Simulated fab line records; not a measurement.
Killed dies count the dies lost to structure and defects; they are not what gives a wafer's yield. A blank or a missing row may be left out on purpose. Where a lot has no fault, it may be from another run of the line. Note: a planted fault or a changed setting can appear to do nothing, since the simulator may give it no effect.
Problem report, 8D (eight disciplines) form, completed by code | flow nandHarc | the parts of the form that need people (team, actions taken, sign-off) are left out

== 1. PROBLEM STATEMENT ==
NHARC_A_ONON_D1_THK_MEAS_24, thkNm: mean 687 nm over 1 wafer from 1 lot; wafers with no fault: 999 nm, standard deviation 7.2. That is -43 standard deviations from the usual mean.
The step: measures by ellipsometry.
First seen on wafer L300.1, day 11 00:13, on filmMetro-02. At this step, 39 wafers from 13 lots have a number in the record. Rule for "out", or "out of limits": more than 4 standard deviations from the usual mean. Any other wafer with a number is counted as sound.

== 2. WHAT IT IS, WHAT IT ISN'T ==
question                    | is                | is not
which readings at this step | thkNm             | -
which lots                  | L300              | L294, L295, L297, L298, L305, L308, L310, L312, L313, L314, L315, L317
which wafers of those lots  | L300.1            | L300.2, L300.5
read on which gauges        | filmMetro-02      | filmMetro-01
when                        | from day 11 00:13 | up to then (14 sound wafers); but 24 sound wafers of L305, L308, L310, L312, L313, L314, L315, L317 came after

== 3. SUSPECTS, AND WHAT RULES EACH OUT ==
Counting: any tool at a process step up to the reading remains a suspect provided it ran every lot that is out. Sound lots after the first of them don't rule it out here, since some wafers of a struck lot are sound.
- the gauge at NHARC_A_ONON_D1_THK_MEAS_24: kept. All the wafers that are out were read on filmMetro-02, and no step on other tools shows them out.
- rieDiel-06 at NHARC_A_ZERO_WELL_DESCUM_12 (chemistry O2, time 3 s): kept. The lot that is out, L300, ran on it at day 9 10:28; the last sound lot it ran before that was L297, at day 8 03:49.
- pecvdOnon-01 at NHARC_A_ONON_D1_DEP_22 (target thk 1000 nm): kept. The lot that is out, L300, ran on it at day 10 23:43; the last sound lot it ran before that was L298, at day 9 16:56.
- At NHARC_A_ZERO_WELL_DESCUM_12, inside rieDiel-06: chamber 2 took the wafers that are out, while their sound lot-mates went through chambers 0, 1.
The count leaves rieDiel-06 at NHARC_A_ZERO_WELL_DESCUM_12, pecvdOnon-01 at NHARC_A_ONON_D1_DEP_22, and filmMetro-02 at NHARC_A_ONON_D1_THK_MEAS_24.

== 4. THE CAUSE (what the simulator had put in) ==
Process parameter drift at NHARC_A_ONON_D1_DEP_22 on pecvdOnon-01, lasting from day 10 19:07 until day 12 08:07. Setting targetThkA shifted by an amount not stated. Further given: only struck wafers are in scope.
This tool is one of the 3 suspects left after counting.

== 5. THE CHAIN OF EFFECTS, in route order ==
One row per reading whose mean, taken over the struck wafers that have a number, lies over 3 standard deviations from the usual. Scope: only readings with a usual standard deviation given in the record; hours: median across lots of the time from each lot's start at the first step in this table that gives one to its start at this step; sigmas: change in usual standard deviations.
hours | step                        | reading | usual  | on struck wafers | change | sigmas
0     | NHARC_A_ONON_D1_THK_MEAS_24 | thkNm   | 999 nm | 687              | -312   | -43

== 6. HOW IT WOULD HAVE BEEN CAUGHT EARLIER ==
The first out-of-limits reading at a measuring or inspecting step in this record came at day 11 00:13, 5 hours after the fault's start at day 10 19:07.
An alarm limit of 4 standard deviations would not have fired on the tool readings at NHARC_A_ONON_D1_DEP_22 for which the record gives a usual standard deviation, since none of them was out on any struck wafer.
By day 11 00:13, every lot that is out (1) had started NHARC_A_ONON_D1_DEP_22 on pecvdOnon-01. Holding the tool at that point would not have protected any of them.
